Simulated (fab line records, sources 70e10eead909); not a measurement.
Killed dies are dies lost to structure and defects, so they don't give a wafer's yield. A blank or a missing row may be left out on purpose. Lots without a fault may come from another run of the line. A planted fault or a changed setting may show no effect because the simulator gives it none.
Which tool did it? | flow nand_harc | 24 lots, 72 wafers sampled, at 6 steps of a route of 1302

WHAT THE GAUGES READ, wafer by wafer
The record holds no reading of a measuring or inspecting step that can be judged against a usual standard deviation.

WHICH TOOL RAN EACH LOT (tool, then ch and the chambers of the sampled wafers, then the start)
lot  | NHARC_A_STAIRCASE_TRIM_226                    | NHARC_A_STAIRCASE_ETCH_273                    | NHARC_A_STAIRCASE_DESCUM_312       | NHARC_A_STAIRCASE_DEP_417       | NHARC_A_STAIRCASE_ALD_420        | NHARC_A_STAIRCASE_DESCUM_443
L074 | rie_diel-13 ch 1,2,3, day 16 15:33 or earlier | rie_diel-13 ch 0,1,3, day 16 15:33 or earlier | rie_diel-07 ch 1,3, day 16 15:33   | pecvd-03 ch 0,1, day 16 20:57   | ald_hk-03 ch 0,2, day 16 22:24   | rie_diel-07 ch 0,1,3, day 18 11:22
L075 | rie_diel-01 ch 2,3, day 17 11:52 or earlier   | rie_diel-01 ch 1,2,3, day 17 11:52 or earlier | rie_diel-13 ch 0,1,2, day 17 11:52 | pecvd-04 ch 0,1,2, day 17 16:19 | ald_hk-01 ch 0,2, day 17 19:12   | rie_diel-13 ch 2,3, day 19 05:10
L076 | rie_diel-13 ch 0,2, day 17 13:23 or earlier   | rie_diel-13 ch 2,3, day 17 13:23 or earlier   | rie_diel-13 ch 0,1,2, day 17 13:23 | pecvd-02 ch 1,2, day 17 18:28   | ald_hk-04 ch 1,2,3, day 17 21:30 | rie_diel-07 ch 1,2,3, day 19 05:20
L077 | rie_diel-07 ch 0,3, day 18 08:41 or earlier   | rie_diel-07 ch 0,3, day 18 08:41 or earlier   | rie_diel-07 ch 1,2, day 18 08:41   | pecvd-04 ch 0,2, day 18 13:02   | ald_hk-04 ch 0,2,3, day 18 20:22 | rie_diel-13 ch 1,2,3, day 20 12:22
L078 | rie_diel-01 ch 0,2,3, day 18 10:27 or earlier | rie_diel-07 ch 1,2, day 18 10:27 or earlier   | rie_diel-01 ch 0,1,3, day 18 10:27 | pecvd-03 ch 0,1,2, day 18 14:49 | ald_hk-01 ch 1,2,3, day 18 20:41 | rie_diel-01 ch 2,3, day 20 12:09
L079 | rie_diel-13 ch 0,2,3, day 18 17:52 or earlier | rie_diel-13 ch 1,2,3, day 18 17:52 or earlier | rie_diel-13 ch 0,1, day 18 17:52   | pecvd-03 ch 0,2, day 18 22:07   | ald_hk-01 ch 0,3, day 19 00:50   | rie_diel-07 ch 0,2,3, day 20 12:28
L081 | rie_diel-01 ch 1,3, day 19 22:49 or earlier   | rie_diel-01 ch 0,1,3, day 19 22:49 or earlier | rie_diel-13 ch 0,1,3, day 19 22:49 | pecvd-03 ch 0,1,2, day 20 03:05 | ald_hk-04 ch 0,2,3, day 20 06:11 | rie_diel-07 ch 0,3, day 21 18:49
L080 | rie_diel-13 ch 0,3, day 20 00:46 or earlier   | rie_diel-13 ch 1,2,3, day 20 00:46 or earlier | rie_diel-13 ch 0,1,2, day 20 00:46 | pecvd-02 ch 0,1,2, day 20 05:01 | ald_hk-03 ch 1,2,3, day 20 07:44 | rie_diel-13 ch 0,1,3, day 21 18:52
L082 | rie_diel-13 ch 1,3, day 20 02:35 or earlier   | rie_diel-07 ch 1,3, day 20 02:35 or earlier   | rie_diel-07 ch 2,3, day 20 02:35   | pecvd-02 ch 1,2, day 20 06:43   | ald_hk-03 ch 0,1,2, day 20 09:32 | rie_diel-01 ch 0,1,3, day 21 19:06
L084 | rie_diel-01 ch 1,2,3, day 21 04:17 or earlier | rie_diel-13 ch 0,1,2, day 21 04:17 or earlier | rie_diel-01 ch 1,2,3, day 21 04:17 | pecvd-04 ch 0,1,2, day 21 08:26 | ald_hk-04 ch 0,1,3, day 21 11:10 | rie_diel-01 ch 1,2,3, day 22 23:02
L083 | rie_diel-13 ch 1,2,3, day 21 06:07 or earlier | rie_diel-01 ch 1,2,3, day 21 06:07 or earlier | rie_diel-01 ch 0,3, day 21 06:07   | pecvd-02 ch 0,1,2, day 21 10:15 | ald_hk-03 ch 1,2, day 21 12:58   | rie_diel-07 ch 2,3, day 22 22:53
L085 | rie_diel-13 ch 0,2, day 21 11:38 or earlier   | rie_diel-01 ch 0,1,2, day 21 11:38 or earlier | rie_diel-01 ch 0,2, day 21 11:38   | pecvd-02 ch 1,2, day 21 15:51   | ald_hk-01 ch 0,1, day 21 18:38   | rie_diel-07 ch 1,2,3, day 23 03:17
L086 | rie_diel-13 ch 0,1, day 22 06:52 or earlier   | rie_diel-01 ch 0,1,3, day 22 06:52 or earlier | rie_diel-01 ch 1,2, day 22 06:52   | pecvd-04 ch 1,2, day 22 11:02   | ald_hk-03 ch 0,2,3, day 22 14:01 | rie_diel-01 ch 1,2, day 23 21:50
L087 | rie_diel-07 ch 1,2, day 22 11:38 or earlier   | rie_diel-13 ch 0,3, day 22 11:38 or earlier   | rie_diel-07 ch 1,2,3, day 22 11:38 | pecvd-03 ch 0,2, day 22 15:52   | ald_hk-01 ch 1,3, day 22 18:42   | rie_diel-07 ch 1,3, day 24 09:17
L089 | rie_diel-13 ch 1,3, day 23 00:00 or earlier   | rie_diel-13 ch 0,1,2, day 23 00:00 or earlier | rie_diel-13 ch 0,1,2, day 23 00:00 | pecvd-03 ch 0,2, day 23 06:23   | ald_hk-03 ch 2,3, day 23 09:05   | rie_diel-07 ch 0,1,3, day 25 01:19
L088 | rie_diel-01 ch 2,3, day 23 13:45 or earlier   | rie_diel-13 ch 0,1, day 23 13:45 or earlier   | rie_diel-01 ch 0,1,3, day 23 13:45 | pecvd-02 ch 0,1, day 23 17:56   | ald_hk-03 ch 0,2,3, day 23 21:07 | rie_diel-01 ch 1,2,3, day 25 01:29
L091 | rie_diel-07 ch 0,1, day 23 15:41 or earlier   | rie_diel-13 ch 0,1, day 23 15:41 or earlier   | rie_diel-13 ch 1,3, day 23 15:41   | pecvd-02 ch 0,1,2, day 23 21:31 | ald_hk-01 ch 0,1,2, day 24 00:34 | rie_diel-13 ch 0,2,3, day 25 11:45
L090 | rie_diel-01 ch 1,2,3, day 23 18:11 or earlier | rie_diel-13 ch 0,1,2, day 23 18:11 or earlier | rie_diel-01 ch 1,2,3, day 23 18:11 | pecvd-04 ch 0,1,2, day 24 00:42 | ald_hk-04 ch 1,2,3, day 24 03:26 | rie_diel-07 ch 0,1,2, day 25 11:35
L092 | rie_diel-13 ch 1,2, day 24 08:43 or earlier   | rie_diel-01 ch 0,1,3, day 24 08:43 or earlier | rie_diel-13 ch 1,2, day 24 08:43   | pecvd-03 ch 0,1, day 24 12:57   | ald_hk-04 ch 0,1,2, day 24 15:57 | rie_diel-13 ch 0,1,3, day 25 22:43
L093 | rie_diel-07 ch 1,2, day 24 17:47 or earlier   | rie_diel-01 ch 0,1,2, day 24 17:47 or earlier | rie_diel-01 ch 1,2,3, day 24 17:47 | pecvd-02 ch 0,1,2, day 24 21:56 | ald_hk-01 ch 0,2,3, day 25 00:57 | rie_diel-07 ch 1,2, day 26 09:00
L094 | rie_diel-07 ch 0,2,3, day 25 10:14 or earlier | rie_diel-07 ch 0,3, day 25 10:14 or earlier   | rie_diel-07 ch 1,2,3, day 25 10:14 | pecvd-03 ch 0,2, day 25 14:31   | ald_hk-03 ch 0,1,3, day 25 17:06 | rie_diel-13 ch 0,1,3, day 27 01:40
L095 | rie_diel-13 ch 0,1,3, day 26 01:16 or earlier | rie_diel-01 ch 0,2,3, day 26 01:16 or earlier | rie_diel-01 ch 0,1,3, day 26 01:16 | pecvd-02 ch 0,1,2, day 26 05:26 | ald_hk-04 ch 0,3, day 26 08:06   | rie_diel-01 ch 2,3, day 27 18:03
L096 | rie_diel-13 ch 0,2,3, day 26 07:13 or earlier | rie_diel-01 ch 0,3, day 26 07:13 or earlier   | rie_diel-01 ch 1,2, day 26 07:13   | pecvd-04 ch 0,1,2, day 26 11:40 | ald_hk-01 ch 0,3, day 26 14:14   | rie_diel-13 ch 0,1,2, day 28 00:38
L097 | rie_diel-13 ch 1,2,3, day 26 22:29 or earlier | rie_diel-01 ch 0,2,3, day 26 22:29 or earlier | rie_diel-07 ch 0,1,3, day 26 22:29 | pecvd-02 ch 0,1, day 27 02:39   | ald_hk-04 ch 1,2,3, day 27 05:19 | rie_diel-07 ch 1,2,3, day 28 19:23
- NHARC_A_STAIRCASE_TRIM_226: chemistry O2, time 211.2 s.
- NHARC_A_STAIRCASE_ETCH_273: etches the open film in C4F8/O2/Ar, target depth 10200 nm, time 2468.6 s.
- NHARC_A_STAIRCASE_DESCUM_312: chemistry O2, time 3 s.
- NHARC_A_STAIRCASE_DEP_417: deposits Si3N4, target thk 60 nm.
- NHARC_A_STAIRCASE_ALD_420: deposits SiO2, target thk 20 nm, pulse time 6 s, ald cycles 200.
- NHARC_A_STAIRCASE_DESCUM_443: chemistry O2, time 3 s.

WHAT THE TOOLS THEMSELVES READ (means of the sampled wafers that have a number; where no wafer has one, the mark that the record gives instead)
NHARC_A_STAIRCASE_TRIM_226. Usual: drypump_motor_current_A 5.7 A, standard deviation 0.46; oes_product_au 1.001 a.u., standard deviation 0.015; rf_vpp_V 57.6 V, standard deviation 0.81; showerhead_plenum_p_Torr 3.49 Torr, standard deviation 0.065; throttle_valve_pct 17.037 %, standard deviation 0.0089.
lot  | tool        | drypump_motor_current_A (A) | oes_product_au (a.u.) | rf_vpp_V (V) | showerhead_plenum_p_Torr (Torr) | throttle_valve_pct (%) | flag
L074 | rie_diel-13 | 6.0                         | 0.994                 | 56.9         | 3.46                            | 17.033                 |
L075 | rie_diel-01 | 5.3                         | 1.006                 | 58.5         | 3.51                            | 17.034                 |
L076 | rie_diel-13 | 5.7                         | 0.992                 | 57.9         | 3.49                            | 17.038                 |
L077 | rie_diel-07 | 5.2                         | 1.005                 | 58.7         | 3.56                            | 17.038                 |
L078 | rie_diel-01 | 5.7                         | 1.018                 | 57.2         | 3.47                            | 17.041                 |
L079 | rie_diel-13 | 5.9                         | 0.985                 | 58.0         | 3.49                            | 17.038                 |
L081 | rie_diel-01 | 5.1                         | 0.996                 | 58.1         | 3.48                            | 17.037                 |
L080 | rie_diel-13 | 5.9                         | 0.991                 | 58.9         | 3.50                            | 17.045                 |
L082 | rie_diel-13 | 6.1                         | 0.998                 | 57.4         | 3.46                            | 17.029                 |
L084 | rie_diel-01 | 5.2                         | 1.001                 | 57.7         | 3.49                            | 17.047                 |
L083 | rie_diel-13 | 5.9                         | 1.001                 | 57.7         | 3.44                            | 17.032                 |
L085 | rie_diel-13 | 5.6                         | 0.998                 | 58.4         | 3.51                            | 17.033                 |
L086 | rie_diel-13 | 5.5                         | 1.011                 | 57.4         | 3.51                            | 17.034                 |
L087 | rie_diel-07 | 6.2                         | 1.008                 | 57.9         | 3.55                            | 17.036                 |
L089 | rie_diel-13 | 6.1                         | 0.996                 | 57.6         | 3.45                            | 17.036                 |
L088 | rie_diel-01 | 5.4                         | 1.004                 | 58.1         | 3.49                            | 17.038                 |
L091 | rie_diel-07 | 5.8                         | 1.003                 | 58.2         | 3.63                            | 17.040                 |
L090 | rie_diel-01 | 5.3                         | 1.000                 | 58.3         | 3.48                            | 17.032                 |
L092 | rie_diel-13 | 5.8                         | 0.999                 | 58.0         | 3.41                            | 17.037                 |
L093 | rie_diel-07 | 6.3                         | 1.009                 | 58.2         | 3.53                            | 17.040                 |
L094 | rie_diel-07 | 5.6                         | 1.004                 | 57.2         | 3.51                            | 17.035                 |
L095 | rie_diel-13 | 5.8                         | 0.991                 | 57.2         | 3.46                            | 17.034                 |
L096 | rie_diel-13 | 5.9                         | 0.987                 | 57.3         | 3.46                            | 17.047                 |
L097 | rie_diel-13 | 6.0                         | 0.995                 | 56.9         | 3.42                            | 17.046                 |

NHARC_A_STAIRCASE_ETCH_273. Usual: oes_product_au 0.940 a.u., standard deviation 0.02; rf_vpp_V 1823 V, standard deviation 5.
lot  | tool        | oes_product_au (a.u.) | rf_vpp_V (V) | flag
L074 | rie_diel-13 | 0.930                 | 1825         |
L075 | rie_diel-01 | 0.945                 | 1825         |
L076 | rie_diel-13 | 0.939                 | 1822         |
L077 | rie_diel-07 | 0.943                 | 1829         |
L078 | rie_diel-07 | 0.929                 | 1825         |
L079 | rie_diel-13 | 0.934                 | 1821         |
L081 | rie_diel-01 | 0.932                 | 1820         |
L080 | rie_diel-13 | 0.938                 | 1821         |
L082 | rie_diel-07 | 0.953                 | 1827         |
L084 | rie_diel-13 | 0.999                 | 1822         |
L083 | rie_diel-01 | 0.928                 | 1824         |
L085 | rie_diel-01 | 0.933                 | 1823         |
L086 | rie_diel-01 | 0.939                 | 1821         |
L087 | rie_diel-13 | 0.926                 | 1824         |
L089 | rie_diel-13 | 0.935                 | 1822         |
L088 | rie_diel-13 | 0.922                 | 1825         |
L091 | rie_diel-13 | 0.930                 | 1821         |
L090 | rie_diel-13 | 0.923                 | 1822         |
L092 | rie_diel-01 | 0.955                 | 1820         |
L093 | rie_diel-01 | 0.949                 | 1821         |
L094 | rie_diel-07 | 0.944                 | 1827         |
L095 | rie_diel-01 | 0.940                 | 1820         |
L096 | rie_diel-01 | 0.950                 | 1818         |
L097 | rie_diel-01 | 0.951                 | 1820         |

NHARC_A_STAIRCASE_DESCUM_312. Usual: drypump_motor_current_A 5.6 A, standard deviation 0.48; oes_product_au 1.005 a.u., standard deviation 0.018; rf_vpp_V 57.7 V, standard deviation 0.92; showerhead_plenum_p_Torr 1.88 Torr, standard deviation 0.041; throttle_valve_pct 11.309 %, standard deviation 0.0095.
lot  | tool        | drypump_motor_current_A (A) | oes_product_au (a.u.) | rf_vpp_V (V) | showerhead_plenum_p_Torr (Torr) | throttle_valve_pct (%) | flag
L074 | rie_diel-07 | 5.8                         | 1.012                 | 58.1         | 1.95                            | 11.301                 |
L075 | rie_diel-13 | 5.6                         | 1.001                 | 57.5         | 1.88                            | 11.312                 |
L076 | rie_diel-13 | 5.6                         | 1.000                 | 57.5         | 1.88                            | 11.317                 |
L077 | rie_diel-07 | 6.2                         | 1.010                 | 58.4         | 1.93                            | 11.305                 |
L078 | rie_diel-01 | 5.6                         | 1.010                 | 58.1         | 1.87                            | 11.306                 |
L079 | rie_diel-13 | 5.6                         | 1.029                 | 58.4         | 1.88                            | 11.303                 |
L081 | rie_diel-13 | 5.8                         | 1.019                 | 58.1         | 1.89                            | 11.316                 |
L080 | rie_diel-13 | 5.6                         | 1.007                 | 57.4         | 1.88                            | 11.315                 |
L082 | rie_diel-07 | 5.8                         | 0.998                 | 57.4         | 1.87                            | 11.311                 |
L084 | rie_diel-01 | 5.2                         | 1.003                 | 58.4         | 1.89                            | 11.306                 |
L083 | rie_diel-01 | 5.8                         | 1.016                 | 57.2         | 1.86                            | 11.310                 |
L085 | rie_diel-01 | 5.6                         | 1.012                 | 58.4         | 1.88                            | 11.309                 |
L086 | rie_diel-01 | 5.1                         | 1.006                 | 58.3         | 1.89                            | 11.294                 |
L087 | rie_diel-07 | 5.8                         | 1.000                 | 57.7         | 1.90                            | 11.304                 |
L089 | rie_diel-13 | 5.7                         | 0.994                 | 58.0         | 1.87                            | 11.307                 |
L088 | rie_diel-01 | 5.6                         | 1.013                 | 57.5         | 1.86                            | 11.312                 |
L091 | rie_diel-13 | 5.9                         | 0.993                 | 57.4         | 1.86                            | 11.297                 |
L090 | rie_diel-01 | 5.2                         | 0.993                 | 57.3         | 1.88                            | 11.317                 |
L092 | rie_diel-13 | 5.8                         | 0.987                 | 56.8         | 1.84                            | 11.308                 |
L093 | rie_diel-01 | 5.2                         | 1.000                 | 56.8         | 1.88                            | 11.310                 |
L094 | rie_diel-07 | 5.8                         | 1.006                 | 57.1         | 1.89                            | 11.310                 |
L095 | rie_diel-01 | 5.6                         | 1.021                 | 58.0         | 1.85                            | 11.310                 |
L096 | rie_diel-01 | 5.1                         | 0.997                 | 57.7         | 1.88                            | 11.296                 |
L097 | rie_diel-07 | 5.6                         | 1.002                 | 57.8         | 1.93                            | 11.311                 |

NHARC_A_STAIRCASE_DEP_417. Usual: heater_power_outer_w 445 W, standard deviation 40; heater_power_w 755 W, standard deviation 65.
lot  | tool     | heater_power_outer_w (W) | heater_power_w (W) | flag
L074 | pecvd-03 | 445                      | 726                |
L075 | pecvd-04 | 443                      | 742                |
L076 | pecvd-02 | 441                      | 762                |
L077 | pecvd-04 | 441                      | 728                |
L078 | pecvd-03 | 487                      | 816                |
L079 | pecvd-03 | 447                      | 759                |
L081 | pecvd-03 | 504                      | 841                |
L080 | pecvd-02 | 417                      | 705                |
L082 | pecvd-02 | 405                      | 719                |
L084 | pecvd-04 | 454                      | 771                |
L083 | pecvd-02 | 415                      | 697                |
L085 | pecvd-02 | 379                      | 683                |
L086 | pecvd-04 | 494                      | 841                |
L087 | pecvd-03 | 471                      | 802                |
L089 | pecvd-03 | 475                      | 821                |
L088 | pecvd-02 | 433                      | 714                |
L091 | pecvd-02 | 425                      | 711                |
L090 | pecvd-04 | 485                      | 810                |
L092 | pecvd-03 | 475                      | 789                |
L093 | pecvd-02 | 420                      | 711                |
L094 | pecvd-03 | 457                      | 789                |
L095 | pecvd-02 | 427                      | 730                |
L096 | pecvd-04 | 432                      | 737                |
L097 | pecvd-02 | 494                      | 829                |

NHARC_A_STAIRCASE_ALD_420. Usual: heater_power_outer_w 255 W, standard deviation 30; heater_power_w 456 W, standard deviation 56; precursor_pulse_height_rel 1.000, standard deviation 0.019.
lot  | tool      | heater_power_outer_w (W) | heater_power_w (W) | precursor_pulse_height_rel | flag
L074 | ald_hk-03 | 233                      | 421                | 0.997                      |
L075 | ald_hk-01 | 251                      | 437                | 0.987                      |
L076 | ald_hk-04 | 245                      | 440                | 0.987                      |
L077 | ald_hk-04 | 240                      | 401                | 1.015                      |
L078 | ald_hk-01 | 255                      | 466                | 1.006                      |
L079 | ald_hk-01 | 301                      | 503                | 1.007                      |
L081 | ald_hk-04 | 239                      | 396                | 0.991                      |
L080 | ald_hk-03 | 242                      | 459                | 1.004                      |
L082 | ald_hk-03 | 254                      | 473                | 0.994                      |
L084 | ald_hk-04 | 250                      | 445                | 0.995                      |
L083 | ald_hk-03 | 230                      | 418                | 1.007                      |
L085 | ald_hk-01 | 271                      | 472                | 0.994                      |
L086 | ald_hk-03 | 239                      | 450                | 0.978                      |
L087 | ald_hk-01 | 269                      | 477                | 0.997                      |
L089 | ald_hk-03 | 226                      | 434                | 1.003                      |
L088 | ald_hk-03 | 244                      | 448                | 1.008                      |
L091 | ald_hk-01 | 262                      | 456                | 1.001                      |
L090 | ald_hk-04 | 244                      | 445                | 0.994                      |
L092 | ald_hk-04 | 253                      | 443                | 1.013                      |
L093 | ald_hk-01 | 274                      | 466                | 1.010                      |
L094 | ald_hk-03 | 257                      | 480                | 0.999                      |
L095 | ald_hk-04 | 241                      | 398                | 1.002                      |
L096 | ald_hk-01 | 293                      | 501                | 1.000                      |
L097 | ald_hk-04 | 245                      | 428                | 1.016                      |

NHARC_A_STAIRCASE_DESCUM_443. Usual: drypump_motor_current_A 5.7 A, standard deviation 0.48; oes_product_au 1.002 a.u., standard deviation 0.016; rf_vpp_V 57.7 V, standard deviation 0.82; showerhead_plenum_p_Torr 1.90 Torr, standard deviation 0.048; throttle_valve_pct 11.311 %, standard deviation 0.0091.
lot  | tool        | drypump_motor_current_A (A) | oes_product_au (a.u.) | rf_vpp_V (V) | showerhead_plenum_p_Torr (Torr) | throttle_valve_pct (%) | flag
L074 | rie_diel-07 | 5.6                         | 1.018                 | 57.8         | 1.95                            | 11.318                 |
L075 | rie_diel-13 | 6.1                         | 0.995                 | 57.8         | 1.87                            | 11.310                 |
L076 | rie_diel-07 | 5.8                         | 1.015                 | 57.2         | 1.90                            | 11.316                 |
L077 | rie_diel-13 | 5.9                         | 0.990                 | 57.1         | 1.86                            | 11.306                 |
L078 | rie_diel-01 | 5.4                         | 1.013                 | 58.1         | 1.90                            | 11.310                 |
L079 | rie_diel-07 | 5.5                         | 0.995                 | 57.4         | 1.91                            | 11.313                 |
L081 | rie_diel-07 | 5.3                         | 1.011                 | 58.3         | 1.96                            | 11.315                 |
L080 | rie_diel-13 | 5.7                         | 0.995                 | 57.7         | 1.88                            | 11.311                 |
L082 | rie_diel-01 | 5.6                         | 1.009                 | 58.2         | 1.86                            | 11.315                 |
L084 | rie_diel-01 | 5.2                         | 1.001                 | 57.3         | 1.88                            | 11.311                 |
L083 | rie_diel-07 | 5.8                         | 0.997                 | 57.6         | 1.87                            | 11.316                 |
L085 | rie_diel-07 | 5.8                         | 1.004                 | 58.5         | 1.90                            | 11.310                 |
L086 | rie_diel-01 | 5.1                         | 0.995                 | 58.7         | 1.89                            | 11.304                 |
L087 | rie_diel-07 | 5.4                         | 1.002                 | 58.1         | 1.90                            | 11.316                 |
L089 | rie_diel-07 | 5.6                         | 1.006                 | 58.8         | 1.93                            | 11.312                 |
L088 | rie_diel-01 | 5.2                         | 1.011                 | 58.1         | 1.88                            | 11.310                 |
L091 | rie_diel-13 | 5.9                         | 0.975                 | 57.3         | 1.88                            | 11.310                 |
L090 | rie_diel-07 | 6.0                         | 1.004                 | 57.7         | 1.92                            | 11.310                 |
L092 | rie_diel-13 | 5.8                         | 0.988                 | 58.4         | 1.87                            | 11.311                 |
L093 | rie_diel-07 | 6.2                         | 1.003                 | 57.5         | 1.91                            | 11.312                 |
L094 | rie_diel-13 | 5.8                         | 0.997                 | 57.9         | 1.87                            | 11.311                 |
L095 | rie_diel-01 | 5.5                         | 1.025                 | 57.7         | 1.87                            | 11.310                 |
L096 | rie_diel-13 | 5.7                         | 0.991                 | 58.0         | 1.86                            | 11.309                 |
L097 | rie_diel-07 | 5.8                         | 1.001                 | 57.3         | 1.89                            | 11.319                 |

THE ANSWER, worked out from the rows above alone
Rule: a lot is off if the mean of its wafers that have a number lies more than 3 standard deviations from the usual mean. A lot without any number at a reading at which 4 lots or more have one is off too. The other lots that the step has rows for count as sound. The gauges are gone through in route order, then the tools' own readings, and for those a lot's mean is taken as printed above. The first step at which some lot is off is used, and at that step the reading that is off furthest; a lot without a number counts as furthest.
No lot is off at any reading shown: from this, nothing can be told.

WHAT THE SIMULATOR HAD PUT IN
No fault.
